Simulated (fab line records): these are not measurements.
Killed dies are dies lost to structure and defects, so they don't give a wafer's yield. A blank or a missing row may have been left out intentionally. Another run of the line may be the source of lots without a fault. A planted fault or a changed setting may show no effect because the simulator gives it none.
A lot that was struck, set against a sound lot ; flow n5_finfet ; 13 out of 1938 route steps
Sound: wafers L873.2, L873.3, L873.5. Wafers struck: L885.1, L885.2, L885.3. The cause comes at the end.
At each step with rows: each side's tool, then ch and its chambers, then its first start. Under that, the readings that differ: sound wafers ; struck wafers ; difference of the means ; sigmas: that difference in standard deviations of wafers without a fault.
alike: words and numbers the same on both sides, and readings whose means are apart by under 2 such deviations; not compared: readings that were withheld, readings missing a value for some wafer, numbers with overlapping values and no deviation given by the record, and bounds like >300 which may hide the same value.
A row with sigmas, a row that says differs or no value, or rows on one side alone: a step with any of these is where the two part. When numbers do not overlap yet have no deviation, they are printed without sigmas and do not part them. Lack of a reading on every wafer of one side parts them only where that side has two or more wafers.

first, 2 steps without rows for these wafers: N5_BEOL_M6_PRECLEAN_42 (cleans in residue remover, time 60 s); N5_BEOL_M6_SRD_43 (time 30 s).
N5_BEOL_M6_CD_MEAS_35: target cd 40 nm, target cd y 28 nm.
  sound on cd_sem-01 at day 10 00:29; struck on cd_sem-03 at day 12 20:28
  alike: cd_nm
N5_BEOL_M6_CURE_75: cures SiCOH lowk, time 120 s.
  sound on uv_cure-01 ch 2, day 10 00:50; struck on uv_cure-02 ch 2, day 12 20:31
  alike: lamp_power_pct, wafer_temp_C_max
then, 1 step without rows for these wafers: N5_BEOL_M6_DEGAS_44 (time 60 s).
N5_BEOL_M6_PRE_CLEAN_45: time 30 s.
  sound on pvd_sputter-02 at day 10 01:25; struck on pvd_sputter-03 at day 12 21:04
  alike: heater_power_w
then, 1 step without rows for these wafers: N5_BEOL_M6_ALD_77 (deposits TaN, target thk 2 nm, pulse time 2 s, purge time 3 s).
N5_BEOL_M6_SURFACE_TREAT_79:
  sound on pvd_sputter-02 at day 10 01:53; struck on pvd_sputter-03 at day 12 21:32
  not compared: throttle_valve_pct
then, 1 step without rows for these wafers: N5_BEOL_M6_CVD_78 (deposits Co from CCTBA/H2, target thk 2 nm, time 142.3 s).
N5_BEOL_M6_SPUTTER_48: material Cu, target thk 10 nm, time 1.667 s.
  sound on pvd_sputter-02 at day 10 02:21; struck on pvd_sputter-01 at day 12 22:00
  alike: throttle_valve_pct
then, 1 step without rows for these wafers: N5_BEOL_M6_ECD_50 (material Cu, target thk 300 nm).
N5_BEOL_M6_ANNEAL_51: time 90 s.
  sound on rtp_anneal-02 ch 0, day 10 02:40; struck on rtp_anneal-01 ch 0, day 12 22:13
  alike: wafer_temp_C_max
N5_BEOL_M6_CMP_52: polishes, stops on SiCOH lowk, t overpolish 6.9 s, target thk 80 nm.
  sound on cmp-01 ch 0,2,3, day 10 02:56; struck on cmp-04 ch 1,2,3, day 12 22:31
reading;sound;struck;difference;sigmas
barrier_field_endpoint_s (s);28.0 27.1 28.1;16.1 15.7 15.7;-11.9;-19
time_to_endpoint_s (s);62.0 58.8 59.8;35.8 36.3 32.3;-25.4;-9
  alike: motor_current_A, overpolish_run_s, retaining_ring_pressure_frac

== WHERE THEY PART ==
At N5_BEOL_M6_CMP_52 and nowhere else, as far as this record goes.

WHY: what had been put in by the simulator
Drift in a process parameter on cmp-04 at N5_BEOL_M6_CMP_52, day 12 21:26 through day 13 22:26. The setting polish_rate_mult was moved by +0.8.
